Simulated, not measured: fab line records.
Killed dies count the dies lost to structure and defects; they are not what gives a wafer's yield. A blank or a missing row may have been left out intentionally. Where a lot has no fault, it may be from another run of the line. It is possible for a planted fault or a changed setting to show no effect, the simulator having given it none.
Chamber matching / flow nand harc / NHARC_A_M1_CMP_23 on cmp-02: 4 sister chambers
The step polishes, t overpolish 20 s, target thk 154.34 nm. 8 wafers are shown with their chamber, then 8 later ones without.

## WAFERS WITH THEIR CHAMBER
wafer=L981.6; chamber=3; time to endpoint s (s)=32.1; motor current A (A)=12.0
wafer=L982.3; chamber=2; time to endpoint s (s)=28.7; motor current A (A)=13.2
wafer=L982.4; chamber=3; time to endpoint s (s)=32.0; motor current A (A)=11.8
wafer=L982.6; chamber=1; time to endpoint s (s)=34.5; motor current A (A)=12.0
wafer=L989.1; chamber=0; time to endpoint s (s)=31.8; motor current A (A)=12.2
wafer=L989.2; chamber=2; time to endpoint s (s)=29.0; motor current A (A)=12.8
wafer=L989.4; chamber=1; time to endpoint s (s)=33.3; motor current A (A)=12.2
wafer=L991.3; chamber=0; time to endpoint s (s)=30.5; motor current A (A)=12.7

## WAFERS WITHOUT THEIR CHAMBER
wafer=L991.4; time to endpoint s (s)=29.7; motor current A (A)=12.3
wafer=L991.6; time to endpoint s (s)=23.9; motor current A (A)=13.2
wafer=L100.4; time to endpoint s (s)=26.4; motor current A (A)=12.6
wafer=L100.5; time to endpoint s (s)=30.8; motor current A (A)=12.1
wafer=L100.6; time to endpoint s (s)=32.4; motor current A (A)=12.0
wafer=L999.1; time to endpoint s (s)=30.4; motor current A (A)=11.6
wafer=L999.3; time to endpoint s (s)=30.8; motor current A (A)=12.6
wafer=L999.4; time to endpoint s (s)=31.5; motor current A (A)=11.8

## WHICH CHAMBER EACH WENT THROUGH
wafer=L991.4; from the rows above=can't be placed: 0 or 2 or 3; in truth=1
wafer=L991.6; from the rows above=2; in truth=2
wafer=L100.4; from the rows above=2; in truth=2
wafer=L100.5; from the rows above=can't be placed: 0 or 3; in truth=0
wafer=L100.6; from the rows above=can't be placed: 3 or 1 or 0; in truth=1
wafer=L999.1; from the rows above=can't be placed: 3 or 0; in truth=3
wafer=L999.3; from the rows above=0; in truth=0
wafer=L999.4; from the rows above=can't be placed: 3 or 0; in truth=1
Correctly placed: 3 of 8. These rows do not allow placing 5 (true chamber among the candidates in 3). Placed wrongly: 0.
How it was worked out, from the rows above alone: a wafer's distance from a chamber is the root of the sum, over the readings, of the square of ((its reading less the chamber's mean) divided by the reading's scatter). If the next closest chamber is less than 2 further off than the closest, the wafer can't be placed; otherwise it belongs to the closest. The mean given for a chamber averages the wafers shown for that chamber. The scatter: take each reading less its chamber's mean, square it, sum over the shown wafers, divide by the number of wafers less the number of chambers, and take the root.
